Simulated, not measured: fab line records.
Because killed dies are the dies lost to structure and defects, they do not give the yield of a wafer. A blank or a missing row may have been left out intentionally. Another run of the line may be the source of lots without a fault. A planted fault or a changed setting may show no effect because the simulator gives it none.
Struck lot and sound lot, side by side ; flow n5 finfet ; 39 steps out of a route of 1938
Sound: these wafers, L171.1, L171.3, L171.4. Struck: wafer L172.3 (L172.2, L172.4, from the same lot, were not struck and are left out); the cause is given at the end.
Per side, at each step with rows, come the tool, then ch with its chambers, and then its first start. Under that, the readings that differ: sound wafers ; struck wafers ; difference of the means ; sigmas: that difference in standard deviations of wafers without a fault.
alike: readings whose means differ by less than 2 such deviations, and words and numbers that are the same on both sides. not compared: withheld readings, readings that some wafer has no value for, bounds like >300 that may hide the same value, and numbers for which the record gives no deviation and whose values overlap.
The two part at a step that has a row with sigmas, a row that says differs or no value, or rows on one side only. Numbers that have no deviation but don't overlap get no sigmas and don't part them. Lack of a reading on every wafer of one side parts them only where that side has two or more wafers.

first, 9 steps without rows for these wafers: N5_MOL_CONTACT_COAG_PRE_CLEAN_142 (time 60 s); N5_MOL_CONTACT_COAG_SPUTTER_130 (material Co, target thk 47.5 nm); N5_MOL_CONTACT_COAG_PRECLEAN_125 (cleans in DIW, time 57.5 s); N5_MOL_CONTACT_COAG_SRD_126 (dry time 32 s); N5_MOL_CONTACT_COAG_CMP_23 (polishes, stops on SiO2, t overpolish 1.5 s, target thk 0 nm); N5_MOL_CONTACT_COAG_WET_ETCH_26 (target Co, target depth 13 nm); N5_MOL_CONTACT_COAG_WET_ETCH_116 (etches the open film in SC1-inhibited, target depth 4.6 nm, rinse time 30 s); N5_MOL_CONTACT_COAG_ALD_27 (deposits SiOC, target thk 17 nm, pulse time 1.5 s, time 2720 s); N5_MOL_CONTACT_COAG_CMP_28 (polishes, stops on SiNx, t overpolish 0.85 s, target thk 14.522 nm).
N5_MOL_CONTACT_COAG_ALD_123: deposits SiNx, target thk 5 nm, pulse time 1 s, purge time 2 s.
  sound on ald sin-02 ch 0,2,3, day 6 21:44; struck on ald sin-02 ch 0, day 6 23:38
reading;sound;struck;difference;sigmas
ald cycles;100 100 100;186;+86;
since wet clean h (h);43 43 43;45;+2;
model.SiNx_of_MOL_CONTACT_COAG_ALD_123.thk nm (nm);5 5 5;9.2;+4.2;
  alike: heater power w, precursor pulse height rel
then, 26 steps without rows for these wafers: N5_MOL_CONTACT_COAG_PECVD_31 (deposits SiO2 from TEOS/O2, target thk 46 nm, time 8.9 s); N5_MOL_CONTACT_COAG_COAT_75 (time 60 s, resist thk 60 nm); N5_MOL_CONTACT_COAG_COAT_76 (time 60 s, resist thk 10 nm); N5_MOL_CONTACT_COAG_COAT_77 (time 60 s, resist thk 10 nm); N5_MOL_CONTACT_COAG_COAT_78 (resist thk 40 nm); N5_MOL_CONTACT_COAG_EBR_80; N5_MOL_CONTACT_COAG_SOFTBAKE_79 (time 60 s); N5_MOL_CONTACT_COAG_EXPOSE_81 (exposes mask VG, defocus 0 nm); N5_MOL_CONTACT_COAG_PEB_82 (peb time 60 s); N5_MOL_CONTACT_COAG_DEVELOP_83 (develop time 30 s); N5_MOL_CONTACT_COAG_DESCUM_88 (chemistry O2, time 7 s); N5_MOL_CONTACT_COAG_ETCH_89 (etches underlayer in N2/H2, target depth 13 nm, time 10.4 s); N5_MOL_CONTACT_COAG_ETCH_90 (etches SiARC in CF4, target depth 13 nm, time 21.7 s); N5_MOL_CONTACT_COAG_ALD_131 (deposits SiO2, target thk 5 nm, pulse time 1 s, co reactant pulse time 1 s); N5_MOL_CONTACT_COAG_ETCHBACK_132 (etches SiO2 in CHF3, target depth 10 nm, time 6.7 s); N5_MOL_CONTACT_COAG_ETCH_91 (etches SOC in N2/H2, target depth 60 nm, overetch 21 nm, time 101.2 s); N5_MOL_CONTACT_COAG_STRIP_92 (strips in N2/H2); N5_MOL_CONTACT_COAG_STRIP_93 (strips in N2/H2); N5_MOL_CONTACT_COAG_ETCHBACK_135 (etches SiO2 in CHF3, target depth 25 nm, time 16.7 s); N5_MOL_CONTACT_COAG_STRIP_118 (strips in CHF3); N5_MOL_CONTACT_COAG_VIA_ETCH_46 (etches SiO2 in C4F6/O2, target depth 46 nm, overetch 9.2 nm, time 40 s); N5_MOL_CONTACT_COAG_STRIP_96 (strips in N2/H2); N5_MOL_CONTACT_COAG_ETCH_47 (etches SiNx in CH3F/O2, stops on W, target depth 27 nm); N5_MOL_CONTACT_COAG_STRIP_119 (strips in N2/H2, time 30 s); N5_MOL_CONTACT_COAG_PRECLEAN_144 (cleans in alkaline clean, time 60 s); N5_MOL_CONTACT_COAG_SRD_145 (time 30 s).
N5_MOL_CONTACT_COAG_ETCH_124: etches SiNx in CH3F/O2, stops on SiOC, target depth 6.5 nm.
  sound on rie diel-01 ch 0,1,3, day 7 01:09; struck on rie diel-01 ch 0, day 7 02:50
reading;sound;struck;difference;sigmas
model.etch.depth nm (nm);5.003 4.96 5.003;6.41;+1.42;
  alike: drypump motor current A, mfc ar sccm, oes product au, rf vpp V, showerhead plenum p Torr, throttle valve pct
  not compared: rf hours counter h
N5_BEOL_M4_RC_MEAS_101:
  the record has rows for the sound wafers here (prober-02 ch 0, day 10 00:52) and none for the struck ones
-- here the record skips 8 days between the struck wafers' starts before and after, leaving off in module BEOL_M4 and picking up in module PASSIVATION (first step shown: number 1936 of the route) --
N5_PASSIVATION_PROBE_49:
  sound: prober-01 at day 14 10:29; struck: prober-02 at day 14 20:00
reading;sound;struck;difference;sigmas
defect limited yield (%);90.6 92.2 91.0;0;-91;-61
killed_at_M4_up;11 10 14;26;+14;+3
killed at contacts;25 21 26;1090;+1066;+99 or more
killed dies;111 92 106;1180;+1077;+63
killed on rim;15 12 17;152;+137;+32
sort_bin_5_function (%);4.7 5.1 4.2;97.0;+92.3;+97
sort n pass;1069 1088 1074;0;-1077;-63
sort yield pct (%);90.6 92.2 91.0;0;-91;-61
  alike: killed_at_M0_to_M3, killed at front end, killed at other, killed open, killed short, sort_bin_6_memory

WHERE THEY PART
At N5_BEOL_M4_RC_MEAS_101 first; at N5_PASSIVATION_PROBE_49 last (within this record only).

WHY: what had been put in by the simulator
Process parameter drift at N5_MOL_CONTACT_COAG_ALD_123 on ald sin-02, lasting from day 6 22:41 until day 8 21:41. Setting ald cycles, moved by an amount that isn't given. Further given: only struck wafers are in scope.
